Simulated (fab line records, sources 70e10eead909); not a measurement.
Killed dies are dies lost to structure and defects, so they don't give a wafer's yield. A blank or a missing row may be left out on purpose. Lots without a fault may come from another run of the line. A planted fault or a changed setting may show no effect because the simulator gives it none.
fab line records | flow nand_harc
record lots=6 wafers=17 last_day=24
route steps=1159 shown A_CHANNEL_HOLE_D1@460 END@1159
lots that met no fault: from a run of the same line without faults
start_h: hours from the record's first day to the start of the lot's first wafer shown | wait_h: hours since the lot's step before | " the same as in the row above | L1.1+2: a row that stands for several wafers | - no value, or no start given | * or withheld: withheld | < > ~ a bound
route shown NAME@n: a module of which the file shows steps, and the number in the route of the first | usual: mean/standard deviation of fault-free wafers | same: alike in all rows | chamber/n: place in a boat | sites: the reading at each site | _std_site: their standard deviation | _edge_site: outer sites' mean less inner sites' | radius_mm: how far each site lies from the wafer's centre | mask NAME#n: copy n | behind: the tool/chamber that last shaped the wafer | hold: why the lot was held/for how many hours/how that ended | device: the transistor (n, p or np) that didn't switch | end of line: the same wafers' tests at the end of the route | a step without rows: its recipe alone | killed: dies lost to structure and defects at the first sort, not the wafer's yield | map: a wafer's dies, x killed, . not, _ none there
set.NAME: the setting as run; set.NAME@STEP: as run at that earlier step | model.NAME: the simulator's own value behind a step, which no gauge read
lots at some steps of the route; a table a step, a row a wafer
services: from which hour (start_h, from the record's first day; less than 0 if before it) a tool's chamber was out of use, for how many hours, and why
## steps
# step NHARC_A_CHANNEL_HOLE_D1_PEB_08
# recipe peb_temp_c=100 peb_time_s=65
# step NHARC_A_CHANNEL_HOLE_D1_DEVELOP_09
# recipe develop_time_s=35 dev_temp_c=23
# step NHARC_A_CHANNEL_HOLE_D1_CD_MEAS_10
# recipe target_cd_nm=100 landing_energy_ev=500
# usual cd_nm=100.0/0.4
# columns lot.wafer tool chamber start_h wait_h cd_nm
L372.1 cd_sem-01 0 198.27 - 100.3
L372.2 " 0 " " 99.6
L372.4 " 0 " " 99.5
L373.1 cd_sem-02 0 198.44 - 100.1
L373.2 " 0 " " 100.1
L373.6 " 0 " " 99.9
L377.1 cd_sem-03 0 227.14 - 99.5
L377.3 " 0 " " 99.9
L377.5 " 0 " " 100.0
L382.3 cd_sem-01 0 250.28 - 100.0
L382.6 " 0 " " 100.2
L387.2 cd_sem-03 0 280.28 - 99.6
L387.3 " 0 " " 99.8
L387.5 " 0 " " 99.9
L390.1 cd_sem-03 0 297.09 - 99.4
L390.2 " 0 " " 100.0
L390.4 " 0 " " 100.2
# step NHARC_A_CHANNEL_HOLE_D1_OVL_MEAS_11
# usual overlay_x_nm=0.3/0.83 overlay_y_nm=-0.1/0.95
# columns lot.wafer tool chamber start_h wait_h overlay_x_nm overlay_y_nm
L372.1 overlay-02 - 198.36 - 1.2 0.0
L372.2 " - " " 0.4 0.0
L372.4 " - " " 0.9 -0.1
L373.1 overlay-01 - 198.53 - -1.0 -0.6
L373.2 " - " " -1.1 -0.7
L373.6 " - " " -1.2 -0.4
L377.1 overlay-01 - 227.22 - 0.7 -1.0
L377.3 " - " " 0.3 -0.9
L377.5 " - " " 0.9 -1.2
L382.3 overlay-01 - 250.37 - 2.3 -0.1
L382.6 " - " " 1.8 -0.4
L387.2 overlay-02 - 280.37 - 0.3 -1.0
L387.3 " - " " 0.4 -0.9
L387.5 " - " " -0.1 -0.8
L390.1 overlay-01 - 297.18 - -0.3 -1.6
L390.2 " - " " -0.7 -2.0
L390.4 " - " " -0.4 -1.4
# step NHARC_A_CHANNEL_HOLE_D1_INSPECT_12
# usual raw_defect_count=5.8/2.7
# columns lot.wafer tool chamber start_h wait_h raw_defect_count
L372.1 defect_inspect-02 - 198.39 0.0 2
L372.2 " - " " 6
L372.4 " - " " 4
L373.1 defect_inspect-02 - 198.57 0.0 11
L373.2 " - " " 2
L373.6 " - " " 2
L377.1 defect_inspect-01 - 227.26 0.0 10
L377.3 " - " " 2
L377.5 " - " " 4
L382.3 defect_inspect-02 - 250.42 0.0 9
L382.6 " - " " 4
L387.2 defect_inspect-02 - 280.40 0.0 3
L387.3 " - " " 7
L387.5 " - " " 1
L390.1 defect_inspect-02 - 297.22 0.0 8
L390.2 " - " " 7
L390.4 " - " " 6
# step NHARC_A_CHANNEL_HOLE_D1_DESCUM_15
# recipe time_s=3 o2_flow_sccm=200 ar_flow_sccm=0 bias_power_w=0 chemistry=O2
# usual drypump_motor_current_A=5.6/0.61 oes_product_au=1.003/0.0084 rf_vpp_V=57.9/0.84 showerhead_plenum_p_Torr=1.94/0.063 throttle_valve_pct=11.311/0.0093
# columns lot.wafer tool chamber start_h wait_h drypump_motor_current_A oes_product_au rf_hours_counter_h rf_vpp_V showerhead_plenum_p_Torr throttle_valve_pct
L372.1 rie_diel-13 1 198.45 0.1 6.8 1.010 6 57.2 1.98 11.312
L372.2 " 3 " " 6.5 0.989 6 59.2 1.99 11.311
L372.4 " 0 " " 4.8 0.999 - 59.2 1.84 11.309
L373.2 rie_diel-13 0 198.63 0.1 4.8 0.986 6 57.4 1.84 11.306
L373.1 " 3 " " 6.5 0.987 6 57.1 1.99 11.320
L373.6 " 1 " " 6.8 0.998 - 58.9 1.98 11.296
L377.1 rie_diel-13 3 227.32 0.1 6.5 0.992 8 58.4 1.99 11.295
L377.3 " 2 " " 5.2 0.996 8 58.2 2.00 11.313
L377.5 " 0 " " 4.8 1.006 - 56.9 1.84 11.305
L382.3 rie_diel-05 0 250.50 0.1 6.0 1.003 4 58.7 1.93 11.316
L382.6 " 1 " " 6.2 1.000 - 58.3 1.93 11.324
L387.3 rie_diel-05 3 280.47 0.1 5.4 1.011 6 57.5 1.95 11.313
L387.2 " 0 " " 6.0 1.006 7 57.7 1.93 11.310
L387.5 " 3 " " 5.4 0.999 - 56.9 1.95 11.316
L390.1 rie_diel-09 3 297.28 0.1 4.7 0.986 4 58.4 1.95 11.334
L390.4 " 0 " " 5.1 0.997 3 57.6 2.04 11.318
L390.2 " 2 " " 5.4 0.994 4 57.9 1.84 11.307
# step NHARC_A_CHANNEL_HOLE_D1_ETCH_38
# recipe target_depth_a=390 over_etch_frac=0.3 time_s=65 ion_energy_ev=80 cf4_flow_sccm=150 ar_flow_sccm=0 rf_w=300 bias_w=100 chemistry=CF4
# usual drypump_motor_current_A=5.6/0.57 oes_product_au=1.001/0.0078 rf_fwd_power_W=297.5/1.1 rf_vpp_V=151.6/1.1 showerhead_plenum_p_Torr=1.79/0.055 throttle_valve_pct=13.284/0.0093
# columns lot.wafer tool chamber start_h wait_h drypump_motor_current_A oes_product_au rf_fwd_power_W rf_hours_counter_h rf_vpp_V showerhead_plenum_p_Torr throttle_valve_pct
L372.4 rie_diel-13 3 198.56 0.0 6.5 0.984 298.5 6 150.9 1.83 13.281
L372.2 " 1 " " 6.8 0.998 297.5 6 152.0 1.83 13.270
L372.1 " 2 " " 5.2 0.981 296.4 5 152.0 1.85 13.281
L373.2 rie_diel-13 0 198.84 0.2 4.8 1.000 297.5 6 150.3 1.71 13.281
L373.1 " 1 " " 6.8 1.018 296.9 6 152.7 1.83 13.277
L373.6 " 2 " " 5.2 1.005 297.7 - 152.4 1.85 13.277
L377.3 rie_diel-13 1 227.41 0.1 6.8 1.012 298.3 9 152.4 1.83 13.283
L377.1 " 3 " " 6.5 1.002 295.3 8 151.3 1.83 13.287
L377.5 " 1 " " 6.8 1.004 297.8 - 150.6 1.83 13.300
L382.3 rie_diel-05 0 250.58 0.1 6.1 1.001 298.1 4 151.5 1.79 13.282
L382.6 " 1 " " 6.2 1.007 298.6 - 152.3 1.78 13.280
L387.2 rie_diel-05 2 280.55 0.1 5.6 0.997 297.3 6 152.9 1.85 13.289
L387.3 " 0 " " 6.1 1.006 298.8 7 151.0 1.79 13.292
L387.5 " 2 " " 5.6 1.004 298.6 - 151.5 1.85 13.283
L390.2 rie_diel-09 2 297.37 0.1 5.4 1.000 297.1 4 150.0 1.71 13.293
L390.4 " 3 " " 4.7 0.993 297.8 4 151.1 1.80 13.293
L390.1 " 0 " " 5.1 1.004 295.9 3 152.6 1.88 13.272
# step NHARC_A_CHANNEL_HOLE_D1_ETCH_39
# recipe target_depth_a=2600 over_etch_frac=0.3 time_s=325 ion_energy_ev=200 n2_flow_sccm=150 h2_flow_sccm=150 ar_flow_sccm=0 rf_w=400 bias_w=150 chemistry=N2/H2
# step NHARC_A_CHANNEL_HOLE_D1_ETCH_34
# recipe target_depth_a=1540 time_s=77 cf4_flow_sccm=100 chf3_flow_sccm=30 ar_flow_sccm=0 rf_w=500 bias_w=200 chemistry=CF4/CHF3
# step NHARC_A_CHANNEL_HOLE_D1_ETCH_16
# recipe target_depth_a=31000 over_etch_frac=0.3 time_s=806 ion_energy_ev=150 o2_flow_sccm=400 cos_flow_sccm=20 ar_flow_sccm=0 rf_w=500 bias_w=300 chemistry=O2/COS
# step NHARC_A_CHANNEL_HOLE_D1_CD_MEAS_18
# usual cd_nm=98.7/1.4
# columns lot.wafer tool chamber start_h wait_h cd_nm
L372.1 cd_sem-01 - 199.74 - 97.5
L372.2 " - " " 99.4
L372.4 " - " " 100.0
L373.1 cd_sem-01 - 200.18 - 101.2
L373.2 " - " " 99.6
L373.6 " - " " 98.9
L377.1 cd_sem-02 - 228.43 - 97.7
L377.3 " - " " 98.6
L377.5 " - " " 100.4
L382.3 cd_sem-02 - 251.60 - 101.6
L382.6 " - " " 98.3
L387.2 cd_sem-01 - 281.58 - 95.6
L387.3 " - " " 99.4
L387.5 " - " " 98.7
L390.1 cd_sem-02 - 298.38 - 96.9
L390.2 " - " " 97.5
L390.4 " - " " 101.1
# step NHARC_A_CHANNEL_HOLE_D1_ETCH_19
# recipe bias_v=1200 source_w=2500 pressure_mtorr=15 time_s=34.5 ar_flow_sccm=375 c4f8_flow_sccm=28.8 o2_flow_sccm=96.2 temp_c=-20 target_depth_a=* chemistry=C4F8/O2/Ar
# step NHARC_A_CHANNEL_HOLE_D1_ETCH_20
# recipe bias_v=3000 source_w=withheld pressure_mtorr=20 time_s=361.9 ar_flow_sccm=375 c4f8_flow_sccm=89.3 o2_flow_sccm=35.7 temp_c=-20 target_depth_a=16000 chemistry=C4F8/O2/Ar
# usual drypump_motor_current_A=5.8/0.38 showerhead_plenum_p_Torr=3.62/0.11 throttle_valve_pct=32.154/0.0092
# columns lot.wafer tool chamber start_h wait_h drypump_motor_current_A rf_hours_counter_h showerhead_plenum_p_Torr throttle_valve_pct
L372.1 har_etch-02 0 199.92 0.1 5.8 107 3.56 32.171
L372.2 " 1 " " 6.2 107 3.56 32.149
L372.4 " 0 " " 5.8 - 3.56 32.137
L373.1 har_etch-01 1 203.61 0.1 5.2 203 3.61 32.137
L373.2 " 0 " " 5.6 203 3.82 32.154
L373.6 " 0 " " 5.6 - 3.82 32.144
L377.1 har_etch-01 0 228.61 0.1 5.7 216 3.81 32.158
L377.3 " 1 " " 5.2 - 3.60 32.140
L377.5 " 1 " " 5.1 - 3.60 32.152
L382.3 har_etch-01 1 251.89 0.2 5.2 - 3.60 32.157
L382.6 " 1 " " 5.2 - 3.60 32.167
L387.2 har_etch-02 0 281.76 0.1 5.8 143 3.54 32.161
L387.3 " 1 " " 6.2 - 3.54 32.155
L387.5 " 0 " " 5.8 - 3.54 32.141
L390.1 har_etch-02 1 298.57 0.1 6.2 152 3.53 32.159
L390.2 " 0 " " 5.9 152 3.54 32.147
L390.4 " 0 " " 5.8 - 3.54 32.159
# step NHARC_A_CHANNEL_HOLE_D1_ETCH_21
# recipe bias_v=3000 source_w=withheld pressure_mtorr=20 time_s=514.3 ar_flow_sccm=375 c4f8_flow_sccm=89.3 o2_flow_sccm=35.7 temp_c=-20 target_depth_a=16000 chemistry=C4F8/O2/Ar
# step NHARC_A_CHANNEL_HOLE_D1_ETCH_22
# recipe bias_v=3000 source_w=withheld pressure_mtorr=20 time_s=666.7 ar_flow_sccm=375 c4f8_flow_sccm=89.3 o2_flow_sccm=35.7 temp_c=-20 target_depth_a=16000 chemistry=C4F8/O2/Ar
# usual drypump_motor_current_A=5.8/0.38 showerhead_plenum_p_Torr=3.62/0.11 throttle_valve_pct=32.156/0.0097
# columns lot.wafer tool chamber start_h wait_h drypump_motor_current_A rf_hours_counter_h showerhead_plenum_p_Torr throttle_valve_pct
L372.1 har_etch-02 0 200.68 0.4 5.8 107 3.56 32.148
L372.2 " 1 " " 6.2 107 3.56 32.169
L372.4 " 0 " " 5.8 - 3.56 32.152
L373.1 har_etch-01 1 204.37 0.4 5.2 204 3.61 32.150
L373.2 " 0 " " 5.7 204 3.82 32.165
L373.6 " 0 " " 5.7 - 3.82 32.147
L377.1 har_etch-01 0 229.37 0.4 5.6 216 3.81 32.149
L377.3 " 1 " " 5.2 - 3.60 32.156
L377.5 " 1 " " 5.2 - 3.60 32.154
L382.3 har_etch-01 1 252.73 0.4 5.1 - 3.60 32.133
L382.6 " 1 " " 5.2 - 3.60 32.156
L387.2 har_etch-02 0 282.51 0.4 5.8 144 3.54 32.157
L387.3 " 1 " " 6.2 - 3.54 32.163
L387.5 " 0 " " 5.8 - 3.54 32.164
L390.1 har_etch-02 1 299.32 0.4 6.2 153 3.53 32.150
L390.2 " 0 " " 5.8 153 3.54 32.144
L390.4 " 0 " " 5.9 - 3.54 32.154
# step NHARC_A_CHANNEL_HOLE_D1_ETCH_23
# recipe bias_v=5000 source_w=withheld pressure_mtorr=20 time_s=819 ar_flow_sccm=375 c4f8_flow_sccm=89.3 o2_flow_sccm=35.7 temp_c=-20 target_depth_a=16000 chemistry=C4F8/O2/Ar
# step NHARC_A_CHANNEL_HOLE_D1_ETCH_24
# recipe bias_v=5000 source_w=withheld pressure_mtorr=20 time_s=906.2 ar_flow_sccm=375 c4f8_flow_sccm=93.8 o2_flow_sccm=31.2 temp_c=-20 target_depth_a=15000 chemistry=C4F8/O2/Ar
# step NHARC_A_CHANNEL_HOLE_D1_ETCH_25
# recipe bias_v=5000 source_w=withheld pressure_mtorr=20 time_s=1040.2 ar_flow_sccm=375 c4f8_flow_sccm=93.8 o2_flow_sccm=31.2 temp_c=-20 target_depth_a=15000 chemistry=C4F8/O2/Ar
# usual drypump_motor_current_A=5.8/0.38 showerhead_plenum_p_Torr=3.61/0.11 throttle_valve_pct=32.236/0.0095
# columns lot.wafer tool chamber start_h wait_h drypump_motor_current_A rf_hours_counter_h showerhead_plenum_p_Torr throttle_valve_pct
L372.1 har_etch-02 0 202.69 0.6 5.8 109 3.55 32.228
L372.2 " 1 " " 6.2 109 3.55 32.232
L372.4 " 0 " " 5.8 - 3.55 32.247
L373.1 har_etch-01 1 206.40 0.6 5.1 206 3.60 32.241
L373.2 " 0 " " 5.7 206 3.81 32.232
L373.6 " 0 " " 5.7 - 3.81 32.219
L377.1 har_etch-01 0 231.41 0.6 5.6 218 3.80 32.231
L377.3 " 1 " " 5.2 - 3.59 32.248
L377.5 " 1 " " 5.2 - 3.59 32.249
L382.3 har_etch-01 1 254.88 0.7 5.1 - 3.59 32.243
L382.6 " 1 " " 5.1 - 3.59 32.242
L387.2 har_etch-02 0 284.52 0.6 5.9 146 3.54 32.241
L387.3 " 1 " " 6.2 - 3.53 32.239
L387.5 " 0 " " 5.8 - 3.54 32.232
L390.1 har_etch-02 1 301.34 0.6 6.2 155 3.53 32.234
L390.2 " 0 " " 5.8 155 3.53 32.246
L390.4 " 0 " " 5.8 - 3.53 32.252
# step NHARC_A_CHANNEL_HOLE_D1_ETCH_26
# recipe bias_v=300 source_w=2000 pressure_mtorr=30 time_s=224.1 ar_flow_sccm=375 c4f8_flow_sccm=11.4 o2_flow_sccm=113.6 temp_c=-20 target_depth_a=3000 chemistry=C4F8/O2/Ar
# step NHARC_A_CHANNEL_HOLE_D1_ETCH_33
# recipe bias_v=400 source_w=2000 pressure_mtorr=25 time_s=90 ar_flow_sccm=375 c4f8_flow_sccm=41.7 o2_flow_sccm=83.3 temp_c=-20 target_depth_a=4000 chemistry=C4F8/O2/Ar
# usual drypump_motor_current_A=5.8/0.38 rf_fwd_power_W=1988/6.4 showerhead_plenum_p_Torr=3.65/0.11 throttle_valve_pct=27.619/0.0094
# columns lot.wafer tool chamber start_h wait_h drypump_motor_current_A rf_fwd_power_W rf_hours_counter_h showerhead_plenum_p_Torr throttle_valve_pct
L372.1 har_etch-02 0 203.77 0.2 5.8 1999 110 3.59 27.633
L372.2 " 1 " " 6.2 1981 110 3.59 27.619
L372.4 " 0 " " 5.8 1991 - 3.59 27.620
L373.1 har_etch-01 1 207.46 0.2 5.2 1988 207 3.64 27.622
L373.2 " 0 " " 5.7 1982 207 3.86 27.616
L373.6 " 0 " " 5.7 1976 - 3.86 27.617
L377.1 har_etch-01 0 232.47 0.2 5.7 1986 219 3.85 27.621
L377.3 " 1 " " 5.2 1984 - 3.64 27.609
L377.5 " 1 " " 5.2 1985 - 3.64 27.636
L382.3 har_etch-01 1 255.73 0.2 5.2 1988 - 3.63 27.624
L382.6 " 1 " " 5.2 1983 - 3.63 27.622
L387.2 har_etch-02 0 285.59 0.2 5.9 1994 147 3.57 27.622
L387.3 " 1 " " 6.2 1989 - 3.57 27.609
L387.5 " 0 " " 5.9 1992 - 3.57 27.616
L390.1 har_etch-02 1 302.42 0.2 6.2 1975 156 3.57 27.628
L390.2 " 0 " " 5.8 1981 156 3.57 27.625
L390.4 " 0 " " 5.8 1993 - 3.57 27.614
# step NHARC_A_CHANNEL_HOLE_D1_STRIP_41
# recipe n2_flow_sccm=150 h2_flow_sccm=150 ar_flow_sccm=0 bias_w=0 chemistry=N2/H2
# step NHARC_A_CHANNEL_HOLE_D1_STRIP_42
# recipe cf4_flow_sccm=100 chf3_flow_sccm=30 ar_flow_sccm=0 bias_w=0 chemistry=CF4/CHF3
# step NHARC_A_CHANNEL_HOLE_D1_STRIP_43
# recipe o2_flow_sccm=400 cos_flow_sccm=20 ar_flow_sccm=0 bias_w=0 chemistry=O2/COS
# step NHARC_A_CHANNEL_HOLE_D1_ETCH_44
# recipe target_depth_a=1400 overetch_a=140 time_s=77 ion_energy_ev=100 cf4_flow_sccm=80 o2_flow_sccm=20 ar_flow_sccm=0 rf_w=300 bias_w=100 chemistry=CF4/O2
# step NHARC_A_CHANNEL_HOLE_D1_STRIP_27
# recipe o2_flow_sccm=500 ar_flow_sccm=0 bias_w=0 chemistry=O2
# step NHARC_A_CHANNEL_HOLE_D1_PRECLEAN_28
# recipe time_s=* temp_c=50 bath_age_min=0 chemistry=SC1
# step NHARC_A_CHANNEL_HOLE_D1_SRD_29
# step NHARC_A_CHANNEL_HOLE_D1_CD_MEAS_30
# usual cd_nm=90.2/0.9
# columns lot.wafer tool chamber start_h wait_h cd_nm
L372.1 cd_sem-03 - 205.31 - 89.8
L372.2 " - " " 90.7
L372.4 " - " " 91.4
L373.1 cd_sem-03 - 209.02 - 90.7
L373.2 " - " " 89.7
L373.6 " - " " 90.5
L377.1 cd_sem-03 - 234.03 - 91.6
L377.3 " - " " 90.8
L377.5 " - " " 90.2
L382.3 cd_sem-02 - 257.37 - 89.6
L382.6 " - " " 89.5
L387.2 cd_sem-01 - 287.13 - 89.6
L387.3 " - " " 91.6
L387.5 " - " " 91.0
L390.1 cd_sem-02 - 304.00 0.1 92.5
L390.2 " - " " 89.6
L390.4 " - " " 90.0
# step NHARC_A_CHANNEL_HOLE_D1_XSEM_31
# recipe landing_energy_ev=35000
# usual bot_cd_nm=74.8/1 bow_nm=8.63/0.26 tilt_deg=0.07/0.044
# columns lot.wafer tool chamber start_h wait_h bot_cd_nm bow_nm tilt_deg
L372.1 xsem-02 0 205.40 0.1 74.2 8.53 0.11
L372.2 " 0 " " 74.4 8.52 0.11
L372.4 " 0 " " 75.3 8.52 0.11
L373.1 xsem-01 0 209.10 0.1 74.8 8.47 0.02
L373.2 " 0 " " 73.6 8.42 0.02
L373.6 " 0 " " 74.5 8.50 0.02
L377.1 xsem-01 0 234.12 0.1 76.3 8.53 0.11
L377.3 " 0 " " 74.8 8.54 0.11
L377.5 " 0 " " 75.1 8.55 0.11
L377.1 xsem-01 0 - - 76.2 - 0.03
L377.3 " 0 " " 75.5 - 0.03
L377.5 " 0 " " 74.4 - 0.03
L382.3 xsem-01 0 257.46 0.1 74.5 9.00 0.08
L382.6 " 0 " " 74.0 8.96 0.08
L382.3 xsem-01 0 - - 74.4 - 0.04
L382.6 " 0 " " 73.9 - 0.04
L387.2 xsem-01 0 287.21 0.1 73.7 8.55 0.13
L387.3 " 0 " " 76.1 8.68 0.13
L387.5 " 0 " " 75.9 8.65 0.13
L390.1 xsem-01 0 304.08 0.1 77.5 8.90 0.06
L390.2 " 0 " " 74.3 9.00 0.06
L390.4 " 0 " " 74.4 8.89 0.06
# step NHARC_A_CHANNEL_HOLE_D1_INSPECT_40
# usual raw_defect_count=60/16
# columns lot.wafer tool chamber start_h wait_h raw_defect_count
L372.1 defect_inspect-01 - 205.50 - 47
L372.2 " - " " 35
L372.4 " - " " 50
L373.1 defect_inspect-02 - 209.20 - 44
L373.2 " - " " 72
L373.6 " - " " 90
L377.1 defect_inspect-01 - 238.94 - 70
L377.3 " - " " 64
L377.5 " - " " 64
L382.3 defect_inspect-02 - 261.72 - 57
L382.6 " - " " 60
L387.2 defect_inspect-02 - 287.31 - 74
L387.3 " - " " 60
L387.5 " - " " 52
L390.1 defect_inspect-01 - 304.18 - 60
L390.2 " - " " 46
L390.4 " - " " 48
# step NHARC_END_SORT_01
# recipe temp_c=25
# usual killed_at_array=24/7.4 killed_at_other=0.5/0.81 killed_at_periphery=3.4/2.3 killed_dies=28/8 killed_open=3.4/1.8 killed_short=2.0/1.4
# same gross_dies=677
# columns lot.wafer tool chamber start_h wait_h killed_at_array killed_at_other killed_at_periphery killed_dies killed_open killed_short
L373.1 prober-01 0 457.70 2.5 13 0 0 13 0 0
L373.2 prober-01 0 458.51 2.8 32 0 1 33 9 5
L373.6 prober-01 0 461.74 4.0 24 1 1 26 1 3
L372.1 prober-01 0 465.58 2.5 12 1 2 15 4 1
L372.2 prober-01 0 466.38 2.8 9 0 2 11 4 1
L372.4 prober-01 0 467.96 3.4 11 0 2 13 2 2
L377.1 prober-01 0 488.26 2.5 31 1 3 35 3 4
L377.3 prober-01 0 489.85 3.1 24 3 2 29 1 1
L377.5 prober-01 0 491.44 3.7 25 1 5 31 2 3
L382.3 prober-01 0 518.77 3.1 23 0 2 25 6 2
L382.6 prober-01 0 521.18 4.0 24 0 2 26 5 0
L387.2 prober-02 0 556.59 2.8 19 0 3 22 1 2
L387.3 prober-02 0 557.40 3.1 19 0 7 26 3 1
L387.5 prober-02 0 559.02 3.7 24 1 6 31 5 2
L390.1 prober-01 0 569.45 2.5 29 1 8 38 2 4
L390.2 prober-01 0 570.26 2.8 29 0 5 34 3 1
L390.4 prober-01 0 571.87 3.4 27 0 9 36 1 1
# killed by level:class
L373.1 A_CONTACT:chamber_film_flake=6 A_CHANNEL_HOLE_D1:chamber_film_flake=4 A_ZERO_WELL:chamber_film_flake=2 A_STAIRCASE:chamber_film_flake=1
L373.2 A_CHANNEL_HOLE_D1:chamber_film_flake=11 A_CONTACT:chamber_film_flake=7 A_WL_FILL:geometric_particle:open=3 A_CHANNEL_FILL_D1:geometric_particle:short=2 A_CONTACT:geometric_particle:open=2 A_BLC:geometric_particle:open=2 P_CONTACT:geometric_particle:open=1 A_ONON_D1:geometric_particle:short=1
L373.6 A_CHANNEL_HOLE_D1:chamber_film_flake=14 A_CONTACT:chamber_film_flake=4 A_STAIRCASE:chamber_film_flake=2 A_ONON_D1:geometric_particle:short=1 A_STAIRCASE:geometric_particle:open=1 A_WL_FILL:geometric_particle:short=1 P_ZERO_WELL:chamber_film_flake=1 STARTING-WAFER:geometric_particle:short=1
L372.1 A_CHANNEL_HOLE_D1:chamber_film_flake=4 A_STAIRCASE:chamber_film_flake=3 A_CONTACT:chamber_film_flake=2 P_CONTACT:geometric_particle:open=1 P_M0:geometric_particle:open=1 A_CHANNEL_FILL_D1:geometric_particle:open=1 A_WL_FILL:geometric_particle:short=1 A_M0:geometric_particle:open=1
L372.2 A_STAIRCASE:chamber_film_flake=2 A_CONTACT:chamber_film_flake=2 P_M0:geometric_particle:open=1 P_M0:geometric_particle:short=1 A_ONON_D1:geometric_particle:open=1 A_CONTACT:geometric_particle:open=1 A_M0:geometric_particle:open=1 A_CHANNEL_HOLE_D1:chamber_film_flake=1
L372.4 A_CONTACT:chamber_film_flake=4 A_SGD_CUT:chamber_film_flake=2 P_GATE:geometric_particle:open=1 P_CONTACT:geometric_particle:short=1 A_WL_FILL:geometric_particle:short=1 A_M1:geometric_particle:open=1 A_ZERO_WELL:chamber_film_flake=1 A_CHANNEL_HOLE_D1:chamber_film_flake=1
L377.1 A_CHANNEL_HOLE_D1:chamber_film_flake=12 A_SLIT:chamber_film_flake=7 A_STAIRCASE:chamber_film_flake=3 A_CONTACT:chamber_film_flake=3 P_M0:geometric_particle:short=1 P_M1:geometric_particle:open=1 A_ONON_D1:geometric_particle:short=1 A_CHANNEL_FILL_D1:geometric_particle:open=1
L377.3 A_SLIT:chamber_film_flake=8 A_CONTACT:chamber_film_flake=6 A_CHANNEL_HOLE_D1:chamber_film_flake=6 THIN_TSV:chamber_film_flake=3 P_M0:geometric_particle:open=1 A_ONON_D1:geometric_particle:short=1 P_BONDPAD:chamber_film_flake=1 A_CHANNEL_FILL_D1:chamber_film_flake=1
L377.5 A_SLIT:chamber_film_flake=10 A_CHANNEL_HOLE_D1:chamber_film_flake=6 A_CONTACT:chamber_film_flake=3 P_BONDPAD:chamber_film_flake=2 A_STAIRCASE:chamber_film_flake=2 P_GATE:geometric_particle:open=1 P_M2:geometric_particle:open=1 A_ONON_D1:geometric_particle:short=1
L382.3 A_CHANNEL_HOLE_D1:chamber_film_flake=6 A_CONTACT:chamber_film_flake=6 A_STAIRCASE:chamber_film_flake=3 P_M0:geometric_particle:short=1 A_ONON_D1:geometric_particle:open=1 A_STAIRCASE:geometric_particle:open=1 A_CHANNEL_FILL_D1:geometric_particle:open=1 A_WL_FILL:geometric_particle:short=1
L382.6 A_CHANNEL_HOLE_D1:chamber_film_flake=8 A_CONTACT:chamber_film_flake=8 A_CONTACT:geometric_particle:open=2 P_ZERO_WELL:chamber_film_flake=2 A_STAIRCASE:chamber_film_flake=2 A_ONON_D1:geometric_particle:open=1 A_SGD_CUT:geometric_particle:open=1 A_M1:geometric_particle:open=1
L387.2 A_CHANNEL_HOLE_D1:chamber_film_flake=12 P_GATE:chamber_film_flake=2 A_STAIRCASE:chamber_film_flake=2 A_ONON_D1:geometric_particle:short=1 A_CONTACT:geometric_particle:open=1 A_M0:geometric_particle:short=1 P_STI:chamber_film_flake=1 A_CONTACT:chamber_film_flake=1
L387.3 A_CHANNEL_HOLE_D1:chamber_film_flake=10 P_GATE:chamber_film_flake=4 A_CONTACT:chamber_film_flake=3 A_STAIRCASE:chamber_film_flake=2 P_CONTACT:geometric_particle:open=1 A_SGD_CUT:geometric_particle:short=1 A_CONTACT:geometric_particle:open=1 A_M0:geometric_particle:open=1
L387.5 A_CHANNEL_HOLE_D1:chamber_film_flake=11 A_STAIRCASE:chamber_film_flake=6 P_GATE:chamber_film_flake=5 A_CONTACT:chamber_film_flake=2 P_M0:geometric_particle:open=1 A_CHANNEL_HOLE_D1:geometric_particle:short=1 A_CHANNEL_FILL_D1:geometric_particle:open=1 A_WL_FILL:geometric_particle:open=1
L390.1 A_SLIT:chamber_film_flake=9 A_CONTACT:chamber_film_flake=8 P_M2:chamber_film_flake=5 A_CHANNEL_HOLE_D1:chamber_film_flake=4 A_STAIRCASE:chamber_film_flake=3 A_CONTACT:geometric_particle:open=2 P_GATE:chamber_film_flake=2 P_M0:geometric_particle:short=1
L390.2 A_SLIT:chamber_film_flake=18 P_M2:chamber_film_flake=3 A_CHANNEL_HOLE_D1:chamber_film_flake=3 A_WL_FILL:chamber_film_flake=2 A_CONTACT:chamber_film_flake=2 P_M2:geometric_particle:open=1 A_WL_FILL:geometric_particle:short=1 A_WL_FILL:geometric_particle:open=1
L390.4 A_SLIT:chamber_film_flake=11 P_M2:chamber_film_flake=8 A_STAIRCASE:chamber_film_flake=4 A_CONTACT:chamber_film_flake=4 A_CHANNEL_HOLE_D1:chamber_film_flake=3 A_WL_FILL:chamber_film_flake=3 A_ONON_D1:geometric_particle:short=1 A_M0:geometric_particle:open=1
## services
# columns tool chamber start_h hours kind
rie_diel-05 3 176.30 15.1 repair
rie_diel-13 0 181.50 - clean
rie_diel-13 1 181.50 - clean
rie_diel-13 2 181.50 - clean
rie_diel-13 3 181.50 - clean
rie_diel-13 2 194.24 4.3 repair
rie_diel-13 0 206.00 - clean
rie_diel-13 1 206.00 - clean
rie_diel-13 2 206.00 - clean
rie_diel-13 3 206.00 - clean
rie_diel-13 0 230.50 - clean
rie_diel-13 1 230.50 - clean
rie_diel-13 2 230.50 - clean
rie_diel-13 3 230.50 - clean
rie_diel-09 - 254.22 9.0 pm
rie_diel-13 0 255.00 - clean
rie_diel-13 1 255.00 - clean
rie_diel-13 2 255.00 - clean
rie_diel-13 3 255.00 - clean
rie_diel-05 2 255.55 2.5 repair
rie_diel-13 1 262.52 1.6 repair
rie_diel-13 - 276.00 9.0 pm
rie_diel-13 0 276.00 9.0 vent_cycle
xsem-02 - 302.00 14.0 pm
## key
first_sign step=NHARC_A_CHANNEL_HOLE_D1_XSEM_31 reading=visit direction=added
effect none on later readings
met_at NHARC_A_CHANNEL_HOLE_D1_ETCH_20
struck_wafers L377.3,L377.5,L382.3,L382.6
tester_left_out L377,L382
onset_between 203.61 228.61
fault kind=process_parameter_drift tool=har_etch-01 chamber=1 onset_h=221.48 steps=NHARC_A_CHANNEL_HOLE_D1_ETCH_20 channel=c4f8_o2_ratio offset=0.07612 shape=step end_h=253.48 acts_in=these_recipes_only stated=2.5
# tester_left_out: of these lots the tester's yield and bins aren't shown, on N5 and GAA mostly nor the transistor test; their killed dies are dies lost to structure and defects alone, not to doping, threshold or leakage, so they don't give the yield
